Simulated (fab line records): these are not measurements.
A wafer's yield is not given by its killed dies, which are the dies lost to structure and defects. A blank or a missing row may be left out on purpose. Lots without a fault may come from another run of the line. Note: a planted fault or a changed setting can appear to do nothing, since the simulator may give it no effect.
fab line records	flow n5Finfet
record lots=14	wafers=42	lastDay=17
route steps=1938 shown BEOL_M12@1654 BEOL_M13@1679
lots untouched by any fault: they come from a run of this same line in which no faults occurred
startH: the number of hours between the record's first day and the start of the first shown wafer of the lot	waitH: time in hours since the lot's previous step	" same as the row above	L1.1+2: a single row standing in for several wafers	- value missing, or start not given	* or withheld: withheld	< > ~ a bound
route shown NAME@n: NAME is a module with steps in the file, n the number in the route of the first one	usual: mean/standard deviation of fault-free wafers	same: alike in all rows	chamber/n: place in a boat	sites: readings site by site	_std_site: their standard deviation	_edge_site: the outer-site mean with the inner-site mean subtracted	radiusMm: for every site, how far away it sits from the centre of the wafer	mask NAME#n: copy n	behind: the last tool/chamber to shape the wafer	hold: why the lot went on hold/how many hours it stayed there/how the hold came to an end	device: the n, p or np transistor that did not switch	end of line: tests run on the same wafers once the route is complete	a step without rows: its recipe alone	killed: not the wafer's yield, but the dies lost to structure and defects at the first sort	map: the dies of a wafer, with x for killed, . for not killed, _ for no die there
set.NAME: the setting the step ran with; set.NAME@STEP: the setting that earlier step ran with	model.NAME: the simulator's own value behind a step, which no gauge read
steps of the route over a sample of lots; a table a step, a row a wafer
services: when a tool's chamber went out of use (startH, in hours from the record's first day, below 0 if earlier), for how many hours, and the reason
## steps
# step N5_BEOL_M12_THK_MEAS_50
# recipe thkMeasGauge=xrf	reads=Cu_of_BEOL_M12_ECD_47
# usual M12_THK=323/4.5
lot.wafer	tool	chamber	startH	waitH	M12_THK[nm]
L491.1	filmMetro-01	-	247.24	-	321
L491.2	"	-	"	"	322
L491.5	"	-	"	"	326
L490.1	filmMetro-02	-	250.05	-	328
L490.3	"	-	"	"	319
L490.5	"	-	"	"	318
L492.1	filmMetro-02	-	264.20	-	327
L492.3	"	-	"	"	326
L492.5	"	-	"	"	319
L493.2	filmMetro-01	-	270.52	-	320
L493.4	"	-	"	"	325
L493.5	"	-	"	"	329
L495.3	filmMetro-02	-	270.79	-	327
L495.4	"	-	"	"	326
L495.5	"	-	"	"	318
L496.2	filmMetro-02	-	287.90	-	318
L496.3	"	-	"	"	323
L496.6	"	-	"	"	327
L497.3	filmMetro-01	-	294.34	-	327
L497.4	"	-	"	"	328
L497.5	"	-	"	"	320
L498.4	filmMetro-01	-	295.67	-	319
L498.5	"	-	"	"	319
L498.6	"	-	"	"	324
L504.3	filmMetro-02	-	329.72	-	324
L504.4	"	-	"	"	327
L504.6	"	-	"	"	330
L505.1	filmMetro-02	-	347.90	-	316
L505.2	"	-	"	"	323
L505.6	"	-	"	"	327
L506.1	filmMetro-01	-	354.50	-	319
L506.2	"	-	"	"	324
L506.3	"	-	"	"	326
L509.1	filmMetro-01	-	362.31	-	316
L509.4	"	-	"	"	317
L509.5	"	-	"	"	319
L508.1	filmMetro-02	-	367.86	-	317
L508.4	"	-	"	"	320
L508.6	"	-	"	"	329
L510.3	filmMetro-01	-	382.50	0.3	317
L510.4	"	-	"	"	326
L510.6	"	-	"	"	318
# step N5_BEOL_M12_RS_MEAS_54
# recipe thkMeasGauge=four-point-probe	reads=Cu_of_BEOL_M12_ECD_47+Ta_of_BEOL_M12_SPUTTER_44+TaN_of_BEOL_M12_SPUTTER_43
# usual M12_RS=0.0598/0.00079
lot.wafer	tool	chamber	startH	waitH	M12_RS[ohm/sq]
L491.1	filmMetro-02	-	247.36	0.0	0.0605
L491.2	"	-	"	"	0.0603
L491.5	"	-	"	"	0.0592
L490.1	filmMetro-01	-	250.18	0.0	0.0589
L490.3	"	-	"	"	0.0607
L490.5	"	-	"	"	0.0603
L492.1	filmMetro-02	-	264.32	0.0	0.0588
L492.3	"	-	"	"	0.0595
L492.5	"	-	"	"	0.0605
L493.2	filmMetro-02	-	270.64	0.0	0.0601
L493.4	"	-	"	"	0.0594
L493.5	"	-	"	"	0.0590
L495.3	filmMetro-02	-	270.94	0.0	0.0596
L495.4	"	-	"	"	0.0594
L495.5	"	-	"	"	0.0610
L496.2	filmMetro-01	-	288.03	0.0	0.0605
L496.3	"	-	"	"	0.0594
L496.6	"	-	"	"	0.0591
L497.3	filmMetro-02	-	294.47	0.0	0.0590
L497.4	"	-	"	"	0.0590
L497.5	"	-	"	"	0.0603
L498.4	filmMetro-01	-	295.79	0.0	0.0604
L498.5	"	-	"	"	0.0605
L498.6	"	-	"	"	0.0594
L504.3	filmMetro-01	-	329.84	0.0	0.0601
L504.4	"	-	"	"	0.0597
L504.6	"	-	"	"	0.0591
L505.1	filmMetro-02	-	348.03	0.0	0.0612
L505.2	"	-	"	"	0.0598
L505.6	"	-	"	"	0.0595
L506.1	filmMetro-01	-	354.64	0.0	0.0605
L506.2	"	-	"	"	0.0592
L506.3	"	-	"	"	0.0586
L509.1	filmMetro-01	-	362.45	0.1	0.0601
L509.4	"	-	"	"	0.0598
L509.5	"	-	"	"	0.0596
L508.1	filmMetro-01	-	367.99	0.0	0.0607
L508.4	"	-	"	"	0.0606
L508.6	"	-	"	"	0.0590
L510.3	filmMetro-01	-	382.63	0.0	0.0612
L510.4	"	-	"	"	0.0593
L510.6	"	-	"	"	0.0606
# step N5_BEOL_M13_CD_MEAS_17
# recipe targetCdNm=190	polarity=opening
# usual cdNm=190.0/1.2
lot.wafer	tool	chamber	startH	waitH	cdNm
L491.1	cdSem-02	-	248.50	0.0	189.5
L491.2	"	-	"	"	189.1
L491.5	"	-	"	"	190.4
L490.1	cdSem-02	-	251.44	0.0	189.5
L490.3	"	-	"	"	189.0
L490.5	"	-	"	"	189.0
L492.1	cdSem-02	-	265.58	0.0	187.8
L492.3	"	-	"	"	188.5
L492.5	"	-	"	"	188.0
L493.2	cdSem-03	-	271.97	0.0	187.6
L493.4	"	-	"	"	187.8
L493.5	"	-	"	"	190.1
L495.3	cdSem-01	-	272.25	0.0	191.2
L495.4	"	-	"	"	189.6
L495.5	"	-	"	"	189.3
L496.2	cdSem-01	-	289.30	0.0	191.3
L496.3	"	-	"	"	192.5
L496.6	"	-	"	"	190.1
L497.3	cdSem-01	-	295.73	0.0	190.5
L497.4	"	-	"	"	190.3
L497.5	"	-	"	"	190.5
L498.4	cdSem-01	-	296.93	0.0	190.2
L498.5	"	-	"	"	191.0
L498.6	"	-	"	"	191.6
L504.3	cdSem-02	-	331.22	0.0	191.2
L504.4	"	-	"	"	190.7
L504.6	"	-	"	"	192.2
L505.1	cdSem-02	-	349.16	0.0	192.0
L505.2	"	-	"	"	192.0
L505.6	"	-	"	"	191.7
L506.1	cdSem-02	-	355.92	0.0	190.0
L506.2	"	-	"	"	190.8
L506.3	"	-	"	"	191.0
L509.1	cdSem-03	-	363.71	0.0	190.2
L509.4	"	-	"	"	190.9
L509.5	"	-	"	"	190.9
L508.1	cdSem-03	-	369.12	0.0	191.0
L508.4	"	-	"	"	190.3
L508.6	"	-	"	"	189.0
L510.3	cdSem-02	-	383.76	0.0	190.8
L510.4	"	-	"	"	190.1
L510.6	"	-	"	"	190.1
# step N5_BEOL_M13_EXPOSE_25
# recipe maskId=M13	na=0.93	sourceShape=conventional	sigmaOuter=0.4	polarization=unpolarized	targetCdNm=210	doseMj=22
# usual exposureDoseMJCm2=21.982/0.022	focusOffsetNm=-0.1/0.59
lot.wafer	tool	chamber	startH	waitH	mask	exposureDoseMJCm2	focusOffsetNm
L491.1	krfScanner-01	0	248.78	-	M13#0	21.945	-0.8
L491.2	"	0	"	"	M13#0	21.946	-0.3
L491.5	"	0	"	"	M13#0	21.990	-1.0
L490.1	krfScanner-02	0	251.72	-	M13#0	21.970	0.8
L490.3	"	0	"	"	M13#0	21.976	-0.3
L490.5	"	0	"	"	M13#0	21.983	0.0
L492.1	krfScanner-01	0	265.86	-	M13#0	21.964	0.2
L492.3	"	0	"	"	M13#0	21.968	0.3
L492.5	"	0	"	"	M13#0	21.945	0.1
L493.2	krfScanner-01	0	272.25	-	M13#0	21.937	0.1
L493.4	"	0	"	"	M13#0	21.995	0.6
L493.5	"	0	"	"	M13#0	21.970	-0.2
L495.3	krfScanner-02	-	272.54	-	M13#0	-	-
L495.4	"	-	"	"	M13#0	-	-
L495.5	"	-	"	"	M13#0	-	-
L496.2	krfScanner-01	-	289.58	-	M13#0	-	-
L496.3	"	-	"	"	M13#0	-	-
L496.6	"	-	"	"	M13#0	-	-
L497.3	krfScanner-01	0	295.90	-	M13#0	22.020	-0.6
L497.4	"	0	"	"	M13#0	22.017	0.1
L497.5	"	0	"	"	M13#0	22.008	-0.2
L498.4	krfScanner-01	0	297.10	-	M13#0	22.024	-0.9
L498.5	"	0	"	"	M13#0	21.974	0.2
L498.6	"	0	"	"	M13#0	22.008	-0.1
L504.3	krfScanner-02	0	331.38	-	M13#0	21.982	0.8
L504.4	"	0	"	"	M13#0	21.971	0.9
L504.6	"	0	"	"	M13#0	22.005	0.7
L505.1	krfScanner-02	0	349.32	-	M13#0	21.972	-0.6
L505.2	"	0	"	"	M13#0	21.976	-0.7
L505.6	"	0	"	"	M13#0	21.973	-1.3
L506.1	krfScanner-02	0	356.07	-	M13#0	21.991	0.3
L506.2	"	0	"	"	M13#0	22.010	0.5
L506.3	"	0	"	"	M13#0	21.989	-0.4
L509.1	krfScanner-01	0	363.99	-	M13#0	21.984	0.7
L509.4	"	0	"	"	M13#0	21.993	-0.7
L509.5	"	0	"	"	M13#0	22.002	0.2
L508.1	krfScanner-02	0	369.28	-	M13#0	21.982	0.2
L508.4	"	0	"	"	M13#0	21.959	-0.1
L508.6	"	0	"	"	M13#0	21.957	0.8
L510.3	krfScanner-01	0	384.05	-	M13#0	21.997	-0.6
L510.4	"	0	"	"	M13#0	21.978	-0.4
L510.6	"	0	"	"	M13#0	22.024	-1.1
## services
tool	chamber	startH	hours	kind
krfScanner-02	-	233.26	1.0	pm
krfScanner-02	-	243.47	1.3	pm
krfScanner-02	-	267.82	0.8	pm
krfScanner-01	-	276.64	1.3	pm
krfScanner-02	0	280.34	-	calibration
krfScanner-01	-	290.00	0.8	pm
krfScanner-02	-	335.91	5.4	repair
## key
firstSign step=N5_BEOL_M13_EXPOSE_25	reading=toolRecord	direction=missing
effect none on later readings
metAt N5_BEOL_M13_EXPOSE_25
struckLots L495,L496
laterRowsLeftOut L495.3,L495.4,L495.5,L496.2,L496.3,L496.6
sortLeftOut L495.3,L495.4,L495.5,L496.2,L496.3,L496.6
notActingAt N5_BEOL_M12_THK_MEAS_50,N5_BEOL_M12_RS_MEAS_54,N5_BEOL_M13_CD_MEAS_17
onsetBetween 272.25 272.54
fault kind=skippedStepWhole	tool=krfScanner-01,krfScanner-02	chamber=-	onsetH=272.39	steps=N5_BEOL_M13_EXPOSE_25	scope=struckLotsOnly
# sortLeftOut: the simulated sort isn't trusted on such a fault, so these wafers' sort isn't shown, and their yield isn't known
# laterRowsLeftOut: the simulator's readings of these wafers behind a module that went badly wrong aren't trusted and aren't shown, but for the sort
